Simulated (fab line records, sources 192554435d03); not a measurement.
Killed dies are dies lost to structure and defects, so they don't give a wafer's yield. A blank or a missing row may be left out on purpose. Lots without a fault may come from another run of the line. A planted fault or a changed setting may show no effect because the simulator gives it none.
One fault seen from 2 desks | flow n5_finfet | each desk has only its own numbers; what lay behind them comes last

THE METROLOGY DESK
What the gauges read, lot by lot, whatever tool the lot ran on: means of the sampled wafers that have a number. A lot is out of limits, marked OUT, if its mean lies more than 4 standard deviations from the usual mean; the brackets give that distance. Of its 11 readings 7 are shown: the one that was out of limits first, and those that lie furthest out on some lot.
Columns: A = V1_OVL at N5_BEOL_M2_OVL_MEAS_29, usual -0.2 nm; B = IOFF_N at N5_BEOL_M4_RC_MEAS_101, usual 0.16 nA/um; C = IOFF_P at N5_BEOL_M4_RC_MEAS_101, usual 0.21 nA/um; D = ION_N at N5_BEOL_M4_RC_MEAS_101, usual 672 uA/um; E = SS_P at N5_BEOL_M4_RC_MEAS_101, usual 73.4 mV/dec; F = VT_N at N5_BEOL_M4_RC_MEAS_101, usual 250 mV; G = VT_P at N5_BEOL_M4_RC_MEAS_101, usual -250.5 mV
lot  | first seen here | A             | B    | C    | D   | E    | F   | G
L177 | day 7 12:13     | -0.4          | 0.18 | 0.23 | 674 | 74.7 | 249 | -247.8
L186 | day 8 23:49     | 0.9           | 0.11 | 0.17 | 651 | 72.5 | 256 | -252.3
L190 | day 10 04:53    | -0.5          | 0.17 | 0.22 | 660 | 72.9 | 252 | -250.3
L192 | day 10 11:23    | 8.5 (+15) OUT | 0.16 | 0.21 | 666 | 73.2 | 251 | -249.5
L193 | day 10 21:10    | 8.1 (+15) OUT | 0.15 | 0.19 | 672 | 73.4 | 251 | -252.2
L194 | day 11 02:35    | 7.9 (+14) OUT | 0.14 | 0.21 | 672 | 72.8 | 251 | -248.5
L197 | day 11 16:54    | -0.1          | 0.18 | 0.23 | 683 | 73.7 | 248 | -248.0
L196 | day 11 17:02    | -0.5          | 0.16 | 0.22 | 673 | 73.5 | 250 | -252.9
L198 | day 12 01:07    | 0.3           | 0.22 | 0.27 | 679 | 74.1 | 246 | -245.0
This desk's finding: out of limits on L192, L193, L194; first on L192, day 10 11:23 (V1_OVL at N5_BEOL_M2_OVL_MEAS_29). In limits: L177, L186, L190, L197, L196, L198.

THE DEFECT DESK
What the inspections along the route counted, lot by lot: means of the sampled wafers that have a number. A lot is out of limits, marked OUT, if its mean lies more than 4 standard deviations from the usual mean; the brackets give that distance.
Columns: A = raw_defect_count at N5_BEOL_M2_INSPECT_13, usual 422
lot  | first seen here | A
L177 | day 7 11:06     | 349
L186 | day 8 22:52     | 421
L190 | day 10 03:09    | 532
L192 | day 10 10:17    | 335
L193 | day 10 20:11    | 358
L194 | day 11 01:46    | 489
L197 | day 11 16:03    | 382
L196 | day 11 16:13    | 322
L198 | day 12 00:17    | 445
This desk's finding: nothing out of limits on any of the 9 lots.

PUT TOGETHER
The metrology desk could have raised an alarm at day 10 11:23, on L192, L193, L194.
The defect desk saw nothing out of limits.
The defect desk has L192, L193, L194 on record, within its limits.
Of the lots named, all ran N5_BEOL_M2_EXPOSE_25 on euv_scanner-02.

WHAT THE SIMULATOR HAD PUT IN
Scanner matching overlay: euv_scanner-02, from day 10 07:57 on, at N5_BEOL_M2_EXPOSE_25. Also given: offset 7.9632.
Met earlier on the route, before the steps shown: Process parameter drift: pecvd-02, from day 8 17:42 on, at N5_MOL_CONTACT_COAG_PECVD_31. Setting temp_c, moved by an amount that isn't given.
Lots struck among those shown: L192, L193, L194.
Hours from the fault's start to each desk's first reading out of limits: the metrology desk, 3.
